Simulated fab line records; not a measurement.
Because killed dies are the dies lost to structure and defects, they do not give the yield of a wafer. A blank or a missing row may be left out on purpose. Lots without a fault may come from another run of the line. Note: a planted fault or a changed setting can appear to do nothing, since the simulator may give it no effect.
Matching of chambers | flow n5-finfet | uv-cure-03 running N5_BEOL_M6_CURE_74: 3 sister chambers
The step cures SiCOH lowk, time 240 s. 6 wafers are shown with their chamber, then 8 later ones without.

## WAFERS PAIRED WITH THEIR CHAMBERS
wafer  | chamber | wafer_temp_C_max | lamp-power-pct (%)
L079.4 | 1       | 387.2            | 52.36
L079.6 | 1       | 388.5            | 52.31
L082.4 | 2       | 388.2            | 52.27
L082.5 | 2       | 387.2            | 52.30
L085.6 | 0       | 387.0            | 52.35
L086.1 | 0       | 386.3            | 52.35

## WAFERS WITHOUT THEIR CHAMBER
wafer  | wafer_temp_C_max | lamp-power-pct (%)
L086.2 | 387.0            | 52.28
L086.4 | 386.4            | 52.29
L091.1 | 387.5            | 52.46
L091.3 | 387.5            | 52.35
L091.4 | 387.4            | 52.29
L091.2 | 387.6            | 52.31
L091.5 | 387.4            | 52.40
L091.6 | 387.0            | 52.30

## WHICH CHAMBER EACH WENT THROUGH
wafer  | from the rows above          | in truth
L086.2 | can't be placed: 2 or 1 or 0 | 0
L086.4 | can't be placed: 2 or 0 or 1 | 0
L091.1 | can't be placed: 0 or 1      | 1
L091.3 | can't be placed: 1 or 0 or 2 | 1
L091.4 | can't be placed: 2 or 1      | 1
L091.2 | can't be placed: 2 or 1 or 0 | 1
L091.5 | can't be placed: 0 or 1      | 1
L091.6 | can't be placed: 2 or 1 or 0 | 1
Placed correctly: 0 of 8. From these rows, 8 cannot be placed; in 8 the true chamber is one of the candidates. Number placed wrongly: 0.
How it was worked out, from the rows above alone: a wafer's distance from a chamber is the root of the sum, over the readings, of the square of ((its reading less the chamber's mean) divided by the reading's scatter). The wafer belongs to the nearest chamber; if the next one is less than 2 further off, it can't be placed. The mean given for a chamber averages the wafers shown for that chamber. How the scatter is found: for the shown wafers, subtract from each reading the mean of its chamber, square and add these, divide the total by (wafers less chambers), then take the root.
